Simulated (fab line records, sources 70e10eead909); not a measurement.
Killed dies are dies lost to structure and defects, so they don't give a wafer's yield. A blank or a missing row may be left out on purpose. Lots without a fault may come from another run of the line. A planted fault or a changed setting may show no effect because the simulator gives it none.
Chamber matching | flow nand_harc | NHARC_A_STAIRCASE_CMP_152 on cmp-02: 4 sister chambers
The step polishes. 8 wafers are shown with their chamber, then 7 later ones without.

WAFERS WITH THEIR CHAMBER
wafer  | chamber | motor_current_A (A)
L611.5 | 0       | 13.0
L620.4 | 1       | 10.4
L620.6 | 2       | 11.1
L626.4 | 1       | 10.0
L626.5 | 0       | 13.1
L626.6 | 3       | 12.0
L632.3 | 2       | 11.4
L632.4 | 3       | 12.5

WAFERS WITHOUT THEIR CHAMBER
wafer  | motor_current_A (A)
L632.6 | 12.1
L631.1 | 10.9
L631.2 | 11.9
L631.4 | 12.6
L634.1 | 11.5
L634.2 | 13.8
L634.4 | 10.0

WHICH CHAMBER EACH WENT THROUGH
wafer  | from the rows above     | in truth
L632.6 | 3                       | 3
L631.1 | can't be placed: 2 or 1 | 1
L631.2 | can't be placed: 3 or 2 | 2
L631.4 | can't be placed: 3 or 0 | 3
L634.1 | can't be placed: 2 or 3 | 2
L634.2 | 0                       | 0
L634.4 | 1                       | 1
Placed correctly: 3 of 7. Can't be placed from these rows: 4 (the true chamber is among the candidates in 4). Placed wrongly: 0.
How it was worked out, from the rows above alone: a wafer's distance from a chamber is the root of the sum, over the readings, of the square of ((its reading less the chamber's mean) divided by the reading's scatter). The wafer belongs to the nearest chamber; if the next one is less than 2 further off, it can't be placed. A chamber's mean is the mean of its shown wafers. The scatter: the root of (the sum of the squares of (reading less its chamber's mean) over the shown wafers, divided by (wafers less chambers)).
